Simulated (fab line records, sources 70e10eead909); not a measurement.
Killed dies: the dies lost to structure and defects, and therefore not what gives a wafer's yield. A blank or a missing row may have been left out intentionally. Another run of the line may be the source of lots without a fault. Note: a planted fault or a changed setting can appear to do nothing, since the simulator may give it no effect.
Which tool did it? || flow nandHarc || Sampling: 13 lots, 39 wafers, 5 of 1159 route steps

== WHAT EACH GAUGE READ, for each wafer ==
NHARC_A_ONON_D1_THK_MEAS_02: measures by ellipsometry.
{"lot": "L510", "measured": "day 8 03:38", "on": "filmMetro-01", "thkNm (nm)": "1001 1001 1003"}
{"lot": "L509", "measured": "day 8 08:55", "on": "filmMetro-01", "thkNm (nm)": "1009 1007 1009"}
{"lot": "L513", "measured": "day 8 20:05", "on": "filmMetro-01", "thkNm (nm)": "985 984 984"}
{"lot": "L516", "measured": "day 9 19:17", "on": "filmMetro-01", "thkNm (nm)": "676 678 678"}
{"lot": "L519", "measured": "day 10 21:21", "on": "filmMetro-01", "thkNm (nm)": "686 688 689"}
{"lot": "L520", "measured": "day 10 21:22", "on": "filmMetro-02", "thkNm (nm)": "998 998 997"}
{"lot": "L522", "measured": "day 11 04:02", "on": "filmMetro-01", "thkNm (nm)": "995 995 995"}
{"lot": "L523", "measured": "day 11 11:22", "on": "filmMetro-02", "thkNm (nm)": "1008 1008 1008"}
{"lot": "L525", "measured": "day 11 18:00", "on": "filmMetro-01", "thkNm (nm)": "1000 1001 1000"}
{"lot": "L526", "measured": "day 12 11:53", "on": "filmMetro-02", "thkNm (nm)": "993 995 994"}
{"lot": "L527", "measured": "day 12 11:53", "on": "filmMetro-01", "thkNm (nm)": "1026 1024 1027"}
{"lot": "L528", "measured": "day 12 19:29", "on": "filmMetro-02", "thkNm (nm)": "990 990 990"}
{"lot": "L529", "measured": "day 13 04:35", "on": "filmMetro-02", "thkNm (nm)": "1006 1006 1006"}

NHARC_END_SORT_01.
{"lot": "L516", "measured": "day 21 09:38", "on": "prober-02", "killedAtArray": "674 673 673", "killedAtOther": "1 0 1", "killedAtPeriphery": "2 4 3", "killedDies": "677 677 677", "killedOpen": "2 2 5", "killedShort": "3 2 0"}
{"lot": "L519", "measured": "day 22 02:30", "on": "prober-02", "killedAtArray": "676 675 674", "killedAtOther": "0 0 0", "killedAtPeriphery": "1 2 3", "killedDies": "677 677 677", "killedOpen": "4 3 7", "killedShort": "0 2 2"}

== WHICH TOOL RAN EACH LOT (tool, then ch and the chambers of the sampled wafers, then the start) ==
{"lot": "L510", "NHARC_A_ZERO_WELL_ETCH_13": "rieSi-02 ch 1,2, day 7 05:14", "NHARC_A_ZERO_WELL_RTA_16": "rtpAnneal-01 ch 0, day 7 06:30", "NHARC_A_ONON_D1_DEP_00": "pecvdOnon-02 ch 0, day 8 03:15"}
{"lot": "L509", "NHARC_A_ZERO_WELL_ETCH_13": "rieSi-06 ch 2,3, day 7 10:05", "NHARC_A_ZERO_WELL_RTA_16": "rtpAnneal-02 ch 0, day 7 11:08", "NHARC_A_ONON_D1_DEP_00": "pecvdOnon-03 ch 0, day 8 08:25"}
{"lot": "L513", "NHARC_A_ZERO_WELL_ETCH_13": "rieSi-04 ch 0,2,3, day 7 20:13", "NHARC_A_ZERO_WELL_RTA_16": "rtpAnneal-02 ch 0, day 7 21:09", "NHARC_A_ONON_D1_DEP_00": "pecvdOnon-02 ch 0, day 8 19:35"}
{"lot": "L516", "NHARC_A_ZERO_WELL_ETCH_13": "rieSi-04 ch 0,1,3, day 8 21:10", "NHARC_A_ZERO_WELL_RTA_16": "rtpAnneal-02 ch 0, day 8 22:04", "NHARC_A_ONON_D1_DEP_00": "pecvdOnon-03 ch 0, day 9 18:50"}
{"lot": "L519", "NHARC_A_ZERO_WELL_ETCH_13": "rieSi-04 ch 0,1,3, day 9 23:11", "NHARC_A_ZERO_WELL_RTA_16": "rtpAnneal-01 ch 0, day 10 00:05", "NHARC_A_ONON_D1_DEP_00": "pecvdOnon-03 ch 0, day 10 20:50"}
{"lot": "L520", "NHARC_A_ZERO_WELL_ETCH_13": "rieSi-06 ch 0,2, day 9 23:41", "NHARC_A_ZERO_WELL_RTA_16": "rtpAnneal-02 ch 0, day 10 00:35", "NHARC_A_ONON_D1_DEP_00": "pecvdOnon-02 ch 0, day 10 20:51"}
{"lot": "L522", "NHARC_A_ZERO_WELL_ETCH_13": "rieSi-02 ch 2,3, day 10 05:28", "NHARC_A_ZERO_WELL_RTA_16": "rtpAnneal-01 ch 0, day 10 06:25", "NHARC_A_ONON_D1_DEP_00": "pecvdOnon-02 ch 0, day 11 03:31"}
{"lot": "L523", "NHARC_A_ZERO_WELL_ETCH_13": "rieSi-04 ch 2,3, day 10 13:04", "NHARC_A_ZERO_WELL_RTA_16": "rtpAnneal-02 ch 0, day 10 13:58", "NHARC_A_ONON_D1_DEP_00": "pecvdOnon-04 ch 0, day 11 10:51"}
{"lot": "L525", "NHARC_A_ZERO_WELL_ETCH_13": "rieSi-06 ch 0,3, day 10 20:00", "NHARC_A_ZERO_WELL_RTA_16": "rtpAnneal-02 ch 0, day 10 20:56", "NHARC_A_ONON_D1_DEP_00": "pecvdOnon-04 ch 0, day 11 17:32"}
{"lot": "L526", "NHARC_A_ZERO_WELL_ETCH_13": "rieSi-04 ch 0,1,3, day 11 13:24", "NHARC_A_ZERO_WELL_RTA_16": "rtpAnneal-02 ch 0, day 11 14:20", "NHARC_A_ONON_D1_DEP_00": "pecvdOnon-02 ch 0, day 12 11:26"}
{"lot": "L527", "NHARC_A_ZERO_WELL_ETCH_13": "rieSi-02 ch 1,2,3, day 11 13:46", "NHARC_A_ZERO_WELL_RTA_16": "rtpAnneal-01 ch 0, day 11 14:44", "NHARC_A_ONON_D1_DEP_00": "pecvdOnon-04 ch 0, day 12 11:33"}
{"lot": "L528", "NHARC_A_ZERO_WELL_ETCH_13": "rieSi-04 ch 1,2, day 11 20:59", "NHARC_A_ZERO_WELL_RTA_16": "rtpAnneal-02 ch 0, day 11 21:57", "NHARC_A_ONON_D1_DEP_00": "pecvdOnon-04 ch 0, day 12 19:03"}
{"lot": "L529", "NHARC_A_ZERO_WELL_ETCH_13": "rieSi-04 ch 2,3, day 12 04:39", "NHARC_A_ZERO_WELL_RTA_16": "rtpAnneal-02 ch 0, day 12 05:37", "NHARC_A_ONON_D1_DEP_00": "pecvdOnon-04 ch 0, day 13 04:11"}
- NHARC_A_ZERO_WELL_ETCH_13: etches the open film in HBr/Cl2, target depth 120 nm, time 40.1 s.
- NHARC_A_ZERO_WELL_RTA_16: time 10 s.
- NHARC_A_ONON_D1_DEP_00: target thk 1000 nm.

== AS READ BY THE TOOLS THEMSELVES (means over the sampled wafers that have a number; for cases with no such wafer, the mark the record gives instead) ==
NHARC_A_ZERO_WELL_ETCH_13.
{"lot": "L510", "tool": "rieSi-02", "drypumpMotorCurrentA (A)": 6.2, "oesProductAu (a.u.)": 0.997, "throttleValvePct (%)": 26.404}
{"lot": "L509", "tool": "rieSi-06", "drypumpMotorCurrentA (A)": 5.4, "oesProductAu (a.u.)": 0.989, "throttleValvePct (%)": 26.410}
{"lot": "L513", "tool": "rieSi-04", "drypumpMotorCurrentA (A)": 5.9, "oesProductAu (a.u.)": 0.990, "throttleValvePct (%)": 26.398}
{"lot": "L516", "tool": "rieSi-04", "drypumpMotorCurrentA (A)": 5.6, "oesProductAu (a.u.)": 0.997, "throttleValvePct (%)": 26.399}
{"lot": "L519", "tool": "rieSi-04", "drypumpMotorCurrentA (A)": 5.6, "oesProductAu (a.u.)": 0.988, "throttleValvePct (%)": 26.408}
{"lot": "L520", "tool": "rieSi-06", "drypumpMotorCurrentA (A)": 5.8, "oesProductAu (a.u.)": 0.999, "throttleValvePct (%)": 26.408}
{"lot": "L522", "tool": "rieSi-02", "drypumpMotorCurrentA (A)": 6.0, "oesProductAu (a.u.)": 1.004, "throttleValvePct (%)": 26.401}
{"lot": "L523", "tool": "rieSi-04", "drypumpMotorCurrentA (A)": 6.3, "oesProductAu (a.u.)": 0.993, "throttleValvePct (%)": 26.412}
{"lot": "L525", "tool": "rieSi-06", "drypumpMotorCurrentA (A)": 5.5, "oesProductAu (a.u.)": 0.999, "throttleValvePct (%)": 26.407}
{"lot": "L526", "tool": "rieSi-04", "drypumpMotorCurrentA (A)": 5.6, "oesProductAu (a.u.)": 0.994, "throttleValvePct (%)": 26.411}
{"lot": "L527", "tool": "rieSi-02", "drypumpMotorCurrentA (A)": 5.7, "oesProductAu (a.u.)": 0.994, "throttleValvePct (%)": 26.402}
{"lot": "L528", "tool": "rieSi-04", "drypumpMotorCurrentA (A)": 5.1, "oesProductAu (a.u.)": 0.997, "throttleValvePct (%)": 26.400}
{"lot": "L529", "tool": "rieSi-04", "drypumpMotorCurrentA (A)": 6.3, "oesProductAu (a.u.)": 0.994, "throttleValvePct (%)": 26.408}

NHARC_A_ZERO_WELL_RTA_16.
{"lot": "L510", "tool": "rtpAnneal-01", "annealTempCMax": 1003.6, "lampPowerPct (%)": 30.0, "lamp_zone_1_pct (%)": 30.0, "wafer_temp_C_max": 1006.9}
{"lot": "L509", "tool": "rtpAnneal-02", "annealTempCMax": 1006.0, "lampPowerPct (%)": 26.6, "lamp_zone_1_pct (%)": 26.6, "wafer_temp_C_max": 1003.0}
{"lot": "L513", "tool": "rtpAnneal-02", "annealTempCMax": 1004.6, "lampPowerPct (%)": 26.6, "lamp_zone_1_pct (%)": 26.6, "wafer_temp_C_max": 1002.8}
{"lot": "L516", "tool": "rtpAnneal-02", "annealTempCMax": 1005.0, "lampPowerPct (%)": 26.6, "lamp_zone_1_pct (%)": 26.6, "wafer_temp_C_max": 1001.8}
{"lot": "L519", "tool": "rtpAnneal-01", "annealTempCMax": 1003.9, "lampPowerPct (%)": 30.0, "lamp_zone_1_pct (%)": 30.0, "wafer_temp_C_max": 1006.0}
{"lot": "L520", "tool": "rtpAnneal-02", "annealTempCMax": 1004.0, "lampPowerPct (%)": 26.6, "lamp_zone_1_pct (%)": 26.6, "wafer_temp_C_max": 1002.3}
{"lot": "L522", "tool": "rtpAnneal-01", "annealTempCMax": 1004.3, "lampPowerPct (%)": 30.0, "lamp_zone_1_pct (%)": 30.0, "wafer_temp_C_max": 1006.6}
{"lot": "L523", "tool": "rtpAnneal-02", "annealTempCMax": 1005.6, "lampPowerPct (%)": 26.6, "lamp_zone_1_pct (%)": 26.6, "wafer_temp_C_max": 1002.4}
{"lot": "L525", "tool": "rtpAnneal-02", "annealTempCMax": 1004.8, "lampPowerPct (%)": 26.6, "lamp_zone_1_pct (%)": 26.5, "wafer_temp_C_max": 1002.8}
{"lot": "L526", "tool": "rtpAnneal-02", "annealTempCMax": 1006.2, "lampPowerPct (%)": 26.6, "lamp_zone_1_pct (%)": 26.6, "wafer_temp_C_max": 1002.2}
{"lot": "L527", "tool": "rtpAnneal-01", "annealTempCMax": 1003.4, "lampPowerPct (%)": 30.0, "lamp_zone_1_pct (%)": 30.0, "wafer_temp_C_max": 1006.3}
{"lot": "L528", "tool": "rtpAnneal-02", "annealTempCMax": 1005.4, "lampPowerPct (%)": 26.6, "lamp_zone_1_pct (%)": 26.6, "wafer_temp_C_max": 1002.2}
{"lot": "L529", "tool": "rtpAnneal-02", "annealTempCMax": 1004.4, "lampPowerPct (%)": 26.6, "lamp_zone_1_pct (%)": 26.6, "wafer_temp_C_max": 1003.0}

NHARC_A_ONON_D1_DEP_00.
{"lot": "L510", "tool": "pecvdOnon-02", "nh3FlowSccm (sccm)": 497.8}
{"lot": "L509", "tool": "pecvdOnon-03", "nh3FlowSccm (sccm)": 497.7}
{"lot": "L513", "tool": "pecvdOnon-02", "nh3FlowSccm (sccm)": 501.4}
{"lot": "L516", "tool": "pecvdOnon-03", "nh3FlowSccm (sccm)": 500.7}
{"lot": "L519", "tool": "pecvdOnon-03", "nh3FlowSccm (sccm)": 498.2}
{"lot": "L520", "tool": "pecvdOnon-02", "nh3FlowSccm (sccm)": 499.7}
{"lot": "L522", "tool": "pecvdOnon-02", "nh3FlowSccm (sccm)": 499.5}
{"lot": "L523", "tool": "pecvdOnon-04", "nh3FlowSccm (sccm)": 502.0}
{"lot": "L525", "tool": "pecvdOnon-04", "nh3FlowSccm (sccm)": 497.8}
{"lot": "L526", "tool": "pecvdOnon-02", "nh3FlowSccm (sccm)": 500.1}
{"lot": "L527", "tool": "pecvdOnon-04", "nh3FlowSccm (sccm)": 498.9}
{"lot": "L528", "tool": "pecvdOnon-04", "nh3FlowSccm (sccm)": 501.4}
{"lot": "L529", "tool": "pecvdOnon-04", "nh3FlowSccm (sccm)": 499.9}

== THE ANSWER, worked out from the rows above alone ==
Rule: the usual values come from the lots themselves. Put in order of their means at a reading, lots are off if they are a third of the lots or fewer, leave a main group of 4 or more, and stand apart from it by a gap of 3 or more times the standard deviation of the main group's means; of several such gaps the widest counts. The tables above print the reading to a certain number of digits; a main group whose means all agree to those digits is not used. A lot without any number at a reading at which 4 lots or more have one is off too. Where the step has rows for the other lots, those lots are counted as sound. Order of review: gauges by route order, followed by the tools' own readings, for which a lot's mean as printed above is used. At the first step where some lot is off, the reading lying furthest off is the one used; lots without a number count as furthest.
Off: L516, L519 (NHARC_A_ONON_D1_THK_MEAS_02, thkNm). The main group has a mean of 1001 nm with a standard deviation of 11.
A tool fits if, at a process step before that reading, it ran every lot that is off, and no sound lot after the first of them. Gauges at NHARC_A_ONON_D1_THK_MEAS_02: tried the same way as those tools. One candidate fits, namely pecvdOnon-03 at NHARC_A_ONON_D1_DEP_00. Its last sound lot is L509 (day 8 08:25), its first lot that is off L516 (day 9 18:50): a fault that began between those two fits.

== WHAT THE SIMULATOR HAD PUT IN ==
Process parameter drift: pecvdOnon-03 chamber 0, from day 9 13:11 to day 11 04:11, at NHARC_A_ONON_D1_DEP_00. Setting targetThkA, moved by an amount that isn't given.
Struck lots among those shown: L516, L519. Same finding as the rule above.
